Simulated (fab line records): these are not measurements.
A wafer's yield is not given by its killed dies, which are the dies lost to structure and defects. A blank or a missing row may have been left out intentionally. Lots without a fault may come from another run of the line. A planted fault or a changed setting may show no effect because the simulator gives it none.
Matching of chambers ; flow n5 finfet ; N5_FIN_SAQP_MANDREL_ETCH_22 on rie si-01: 4 sister chambers
The step etches a-Si in HBr/Cl2, stops on SiNx, target depth 60 nm, bt time 10 s, time 30 s. 8 wafers are shown with their chamber, then 8 later ones without.

## WAFERS PAIRED WITH THEIR CHAMBERS
wafer;chamber;throttle valve pct (%);oes product au (a.u.)
L076.5;3;35.11;0.773
L077.1;2;35.09;0.774
L079.5;1;35.45;0.771
L079.6;0;35.16;0.780
L088.1;2;35.11;0.782
L088.2;1;35.44;0.774
L088.3;0;35.13;0.787
L088.4;3;35.09;0.761

## WAFERS WITHOUT THEIR CHAMBER
wafer;throttle valve pct (%);oes product au (a.u.)
L088.5;35.43;0.782
L088.6;35.12;0.773
L090.2;35.46;0.760
L090.4;35.09;0.783
L090.5;35.10;0.769
L091.2;35.09;0.759
L091.5;35.46;0.770
L091.6;35.16;0.784

## THE CHAMBER EACH PASSED THROUGH
wafer;from the rows above;in truth
L088.5;1;1
L088.6;can't be placed: 2 or 3 or 0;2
L090.2;1;1
L090.4;can't be placed: 2 or 3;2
L090.5;can't be placed: 3 or 2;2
L091.2;can't be placed: 3 or 2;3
L091.5;1;1
L091.6;0;0
Correct placement for 4 of the 8. These rows do not allow placing 4 (true chamber among the candidates in 4). Placed wrongly: 0.
How it was worked out, from the rows above alone: a wafer's distance from a chamber is the root of the sum, over the readings, of the square of ((its reading less the chamber's mean) divided by the reading's scatter). The wafer belongs to the nearest chamber; if the next one is less than 2 further off, it can't be placed. For every chamber, the mean is computed from those of its wafers that are shown. The scatter: the root of (the sum of the squares of (reading less its chamber's mean) over the shown wafers, divided by (wafers less chambers)).
